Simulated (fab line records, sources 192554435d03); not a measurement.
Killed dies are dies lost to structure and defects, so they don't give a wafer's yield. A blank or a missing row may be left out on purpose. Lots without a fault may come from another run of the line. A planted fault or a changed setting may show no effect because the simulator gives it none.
A struck lot beside a sound one | flow n5_finfet | 19 steps out of a route of 1938
Sound: wafers L143.2, L143.3, L143.5. Struck: wafers L157.1, L157.4, L157.5. The cause comes at the end.
At each step with rows: each side's tool, then ch and its chambers, then its first start. Under that, the readings that differ: sound wafers | struck wafers | difference of the means | sigmas: that difference in standard deviations of wafers without a fault.
alike: readings whose means differ by less than 2 such deviations, and words and numbers that are the same on both sides. not compared: withheld readings, readings that some wafer has no value for, bounds like >300 that may hide the same value, and numbers for which the record gives no deviation and whose values overlap.
The two part at a step that has a row with sigmas, a row that says differs or no value, or rows on one side only. Numbers that don't overlap but have no deviation are shown without sigmas and don't part them. A reading that every wafer of one side lacks parts them only if that side has two wafers or more.

N5_FIN_SAQP_HM_DEP_03: deposits SiNx from SiH4/NH3/N2, target thk 38 nm, time 33.6 s.
  sound on pecvd-02 ch 1,2, day 3 21:48; struck on pecvd-03 ch 0,2, day 7 08:37
  reading                         | sound          | struck         | difference | sigmas
  showerhead_plenum_p_Torr (Torr) | 5.03 5.04 5.03 | 5.27 5.10 5.26 | +0.18      | +2
  alike: heater_power_w, showerhead_vpp_V, throttle_valve_pct
N5_FIN_SAQP_THK_MEAS_05:
  sound on film_metro-02, day 3 21:55; struck on film_metro-02, day 7 08:41
  alike: thk_nm
N5_FIN_SAQP_PECVD_47: deposits a-Si from SiH4/He, target thk 45 nm, time 36.3 s.
  sound on pecvd-04 ch 1,2, day 3 21:57; struck on pecvd-04 ch 0,1,2, day 7 08:44
  alike: heater_power_w, showerhead_plenum_p_Torr, showerhead_vpp_V, throttle_valve_pct
N5_FIN_SAQP_PECVD_48: deposits SiNx from SiH4/NH3/N2, target thk 25 nm, time 22.1 s.
  sound on pecvd-04 ch 1,2, day 3 21:59; struck on pecvd-04 ch 0,1,2, day 7 08:46
  alike: heater_power_w, showerhead_plenum_p_Torr, showerhead_vpp_V, throttle_valve_pct
N5_FIN_SAQP_PECVD_06: deposits a-Si from SiH4/He, target thk 60 nm, time 48.1 s.
  sound on pecvd-04 ch 1,2, day 3 22:02; struck on pecvd-04 ch 0,1,2, day 7 08:49
  alike: heater_power_w, showerhead_plenum_p_Torr, showerhead_vpp_V, throttle_valve_pct
N5_FIN_SAQP_THK_MEAS_07:
  sound on film_metro-02, day 3 22:07; struck on film_metro-01, day 7 08:54
  alike: thk_nm
N5_FIN_SAQP_HM_DEP_72: deposits SiO2 from SiH4/N2O, target thk 12 nm, time 7.2 s.
  sound on pecvd-02 ch 1, day 3 22:09; struck on pecvd-02 ch 0,1,2, day 7 08:56
  alike: heater_power_w, showerhead_plenum_p_Torr, showerhead_vpp_V
then, 5 steps without rows for these wafers: N5_FIN_SAQP_COAT_49 (time 60 s, resist thk 100 nm); N5_FIN_SAQP_COAT_50 (time 60 s, resist thk 35 nm); N5_FIN_SAQP_COAT_10 (resist thk 90 nm); N5_FIN_SAQP_EBR_12; N5_FIN_SAQP_SOFTBAKE_11 (time 60 s).
N5_FIN_SAQP_EXPOSE_13: exposes mask FIN CORE, target cd 35.6 nm.
  sound on arfi_scanner-01 ch 0, day 3 22:30; struck on arfi_scanner-03 ch 0, day 7 09:08
  reading                          | sound                      | struck            | difference | sigmas
  model.FIN_SAQP.overlay_x_nm (nm) | -0.01057 -0.01057 -0.01057 | 5.612 5.612 5.612 | +5.623     |
  alike: mask, exposure_dose_mJ_cm2, reticle_temp_C
then, 2 steps without rows for these wafers: N5_FIN_SAQP_PEB_14 (peb time 60 s); N5_FIN_SAQP_DEVELOP_15 (develop time 30 s).
N5_FIN_SAQP_CD_MEAS_16: target cd 35.6 nm.
  sound on cd_sem-02 ch 0, day 3 22:38; struck on cd_sem-02 ch 0, day 7 09:16
  alike: cd_nm
N5_FIN_SAQP_OVL_MEAS_17:
  sound on overlay-02 ch 0, day 3 22:40; struck on overlay-01 ch 0, day 7 09:18
  reading           | sound         | struck      | difference | sigmas
  FIN_CORE_OVL (nm) | -1.0 -0.3 0.8 | 5.0 4.5 5.9 | +5.3       | +7
N5_FIN_SAQP_INSPECT_18: inspects for defects (brightfield).
  sound on defect_inspect-02, day 3 22:41; struck on defect_inspect-01, day 7 09:19
  alike: raw_defect_count
-- the record jumps here: 6 days lie between the struck wafers' starts before and after (it left off in module FIN_SAQP and takes up again in module BEOL_M4, whose first step shown is number 1111 of the route) --
N5_BEOL_M4_RC_MEAS_101:
  sound on prober-02 ch 0, day 9 14:36; struck on prober-02 ch 0, day 13 13:40
  alike: DIBL_N, DIBL_P, IOFF_N, IOFF_P, ION_N, ION_P, SS_N, SS_P, VT_N, VT_P

WHERE THEY PART
First at N5_FIN_SAQP_HM_DEP_03; last, within this record, at N5_FIN_SAQP_OVL_MEAS_17. Later steps at which nothing parts them and some readings are alike: N5_FIN_SAQP_INSPECT_18, N5_BEOL_M4_RC_MEAS_101.

WHY: what the simulator had put in
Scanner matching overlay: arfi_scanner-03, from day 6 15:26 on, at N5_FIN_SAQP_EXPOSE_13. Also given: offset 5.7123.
